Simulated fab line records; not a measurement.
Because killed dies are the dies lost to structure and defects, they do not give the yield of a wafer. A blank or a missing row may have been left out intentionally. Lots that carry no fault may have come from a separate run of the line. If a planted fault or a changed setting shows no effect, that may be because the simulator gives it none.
Struck lot and sound lot, side by side	flow n5-finfet	15 steps out of a route of 1938
Sound: wafers L793.1, L793.2, L793.5. Wafers struck: L799.2, L799.4, L799.6. At the end, the cause is stated.
For every step that has rows: the tool of each side, followed by ch and its chambers, followed by its first start. Under that, the readings that differ: sound wafers	struck wafers	difference of the means	sigmas: that difference in standard deviations of wafers without a fault.
alike: same words and numbers on both sides, and readings whose means sit less than 2 such deviations apart. not compared: any withheld reading, any reading some wafer has no value for, any bound like >300 that may hide the same value, and any number with overlapping values for which the record gives no deviation.
A row with sigmas, a row that says differs or no value, or rows on one side alone: a step with any of these is where the two part. Numbers that have no deviation but don't overlap get no sigmas and don't part them. Lack of a reading on every wafer of one side parts them only where that side has two or more wafers.

first, 8 steps without rows for these wafers: N5_BEOL_M2_COAT_62 (time 60 s, resist thk 12 nm); N5_BEOL_M2_COAT_73 (time 60 s, resist thk 5 nm); N5_BEOL_M2_COAT_05 (resist thk 30 nm); N5_BEOL_M2_EBR_07; N5_BEOL_M2_SOFTBAKE_06 (time 60 s); N5_BEOL_M2_EXPOSE_08 (exposes mask M2); N5_BEOL_M2_PEB_09 (peb time 60 s); N5_BEOL_M2_DEVELOP_10 (develop time 30 s).
N5_BEOL_M2_CD_MEAS_11: target cd 16.79 nm.
  sound on cd-sem-03 ch 0, day 7 21:05; struck on cd-sem-03 ch 0, day 9 12:11
  alike: cd-nm
N5_BEOL_M2_OVL_MEAS_12:
  sound on overlay-02 ch 0, day 7 21:07; struck on overlay-02 ch 0, day 9 12:13
  alike: M2_OVL
N5_BEOL_M2_INSPECT_13: inspects for defects (brightfield).
  sound on defect-inspect-02 at day 7 21:10; struck on defect-inspect-01 at day 9 12:16
  alike: raw-defect-count
N5_BEOL_M2_DESCUM_16: chemistry O2, time 7 s.
  sound on rie-diel-06 ch 0,1,3, day 7 21:18; struck on rie-diel-01 ch 0,1,3, day 9 12:19
reading	sound	struck	difference	sigmas
rf-vpp-V (V)	245.2 245.2 244.9	241.7 242.0 242.0	-3.2	-2
showerhead-plenum-p-Torr (Torr)	2.16 2.22 2.23	2.07 2.02 2.06	-0.15	-2
  alike: drypump-motor-current-A, oes-product-au, throttle-valve-pct
  not compared: rf-hours-counter-h
N5_BEOL_M2_ETCH_74: etches underlayer in N2/H2, target depth 6.5 nm, time 5.2 s.
  sound on rie-diel-06 ch 0,1,3, day 7 21:20; struck on rie-diel-01 ch 0,1,3, day 9 12:21
reading	sound	struck	difference	sigmas
etch-rf-on-time-s (s)	5.13 5.03 5.11	7.22 7.17 7.21	+2.11	+28
oes-product-au (a.u.)	0.59 0.73 0.75	0.51 0.58 0.49	-0.16	-2
  alike: drypump-motor-current-A, rf-vpp-V, showerhead-plenum-p-Torr, throttle-valve-pct
  not compared: rf-hours-counter-h
N5_BEOL_M2_ETCH_63: etches SiARC in CF4, target depth 15.6 nm, time 26 s.
  sound on rie-diel-06 ch 0,1,3, day 7 21:21; struck on rie-diel-01 ch 0,1,3, day 9 12:22
reading	sound	struck	difference	sigmas
rf-vpp-V (V)	185.7 186.5 185.5	183.6 181.4 182.9	-3.3	-3
  alike: cf4-flow-sccm, drypump-motor-current-A, etch-rf-on-time-s, oes-product-au, showerhead-plenum-p-Torr, throttle-valve-pct
  not compared: rf-hours-counter-h
N5_BEOL_M4_RC_MEAS_101:
  sound on prober-02 ch 0, day 9 02:08; struck on prober-02 ch 0, day 10 21:05
  alike: DIBL_N, DIBL_P, IOFF_N, IOFF_P, ION_N, ION_P, SS_N, SS_P, VT_N, VT_P

WHERE THEY PART
Last at N5_BEOL_M2_ETCH_63 as far as this record goes, first at N5_BEOL_M2_DESCUM_16. Later steps at which nothing parts them and some readings are alike: N5_BEOL_M4_RC_MEAS_101.

WHY: the cause the simulator had injected
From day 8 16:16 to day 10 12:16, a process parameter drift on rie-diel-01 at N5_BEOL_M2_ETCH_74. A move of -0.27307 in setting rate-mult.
